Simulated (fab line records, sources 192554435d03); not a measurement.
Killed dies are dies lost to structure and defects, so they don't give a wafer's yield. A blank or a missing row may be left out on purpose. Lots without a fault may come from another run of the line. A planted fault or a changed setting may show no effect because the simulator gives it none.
Chamber matching | flow n5_finfet | N5_BEOL_M9_CURE_71 on uv_cure-02: 3 sister chambers
The step cures SiCOH lowk, time 240 s. 16 wafers are shown with their chamber, then 8 later ones without.

WAFERS WITH THEIR CHAMBER
wafer  | chamber | wafer_temp_C_max | lamp_power_pct (%)
L074.2 | 1       | 387.6            | 52.31
L074.3 | 1       | 387.3            | 52.36
L074.6 | 1       | 388.5            | 52.31
L078.1 | 2       | 386.1            | 52.28
L078.2 | 2       | 386.7            | 52.35
L078.5 | 2       | 386.9            | 52.38
L082.3 | 0       | 387.1            | 52.43
L082.4 | 0       | 387.1            | 52.37
L082.5 | 0       | 386.9            | 52.39
L085.3 | 2       | 386.6            | 52.38
L085.4 | 2       | 386.1            | 52.29
L085.6 | 2       | 386.5            | 52.29
L088.1 | 0       | 387.2            | 52.36
L088.2 | 0       | 387.0            | 52.42
L088.4 | 0       | 386.6            | 52.27
L089.1 | 2       | 386.9            | 52.40

SIGNATURES (means of the wafers above)
reading          | chamber 0 | chamber 1 | chamber 2 | scatter within a chamber
wafer_temp_C_max | 386.983   | 387.800   | 386.543   | 0.36
lamp_power_pct   | 52.3733   | 52.3267   | 52.3386   | 0.0509
Rule: a wafer's distance from a chamber is the root of the sum, over the readings, of the square of ((its reading less the chamber's mean) divided by the reading's scatter). The wafer belongs to the nearest chamber; if the next one is less than 2 further off, it can't be placed. The scatter: the root of (the sum of the squares of (reading less its chamber's mean) over the shown wafers, divided by (wafers less chambers)).

WAFERS WITHOUT THEIR CHAMBER
wafer  | wafer_temp_C_max | lamp_power_pct (%)
L089.5 | 387.2            | 52.33
L089.6 | 386.4            | 52.31
L093.2 | 387.9            | 52.33
L093.3 | 388.6            | 52.34
L093.4 | 387.9            | 52.35
L092.4 | 386.6            | 52.31
L092.5 | 386.2            | 52.32
L092.6 | 386.8            | 52.27

WHICH CHAMBER EACH WENT THROUGH
wafer  | from the rows above          | in truth
L089.5 | can't be placed: 0 or 1 or 2 | 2
L089.6 | can't be placed: 2 or 0      | 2
L093.2 | 1                            | 1
L093.3 | 1                            | 1
L093.4 | 1                            | 1
L092.4 | can't be placed: 2 or 0      | 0
L092.5 | can't be placed: 2 or 0      | 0
L092.6 | can't be placed: 2 or 0 or 1 | 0
Placed correctly: 3 of 8. Can't be placed from these rows: 5 (the true chamber is among the candidates in 5). Placed wrongly: 0.
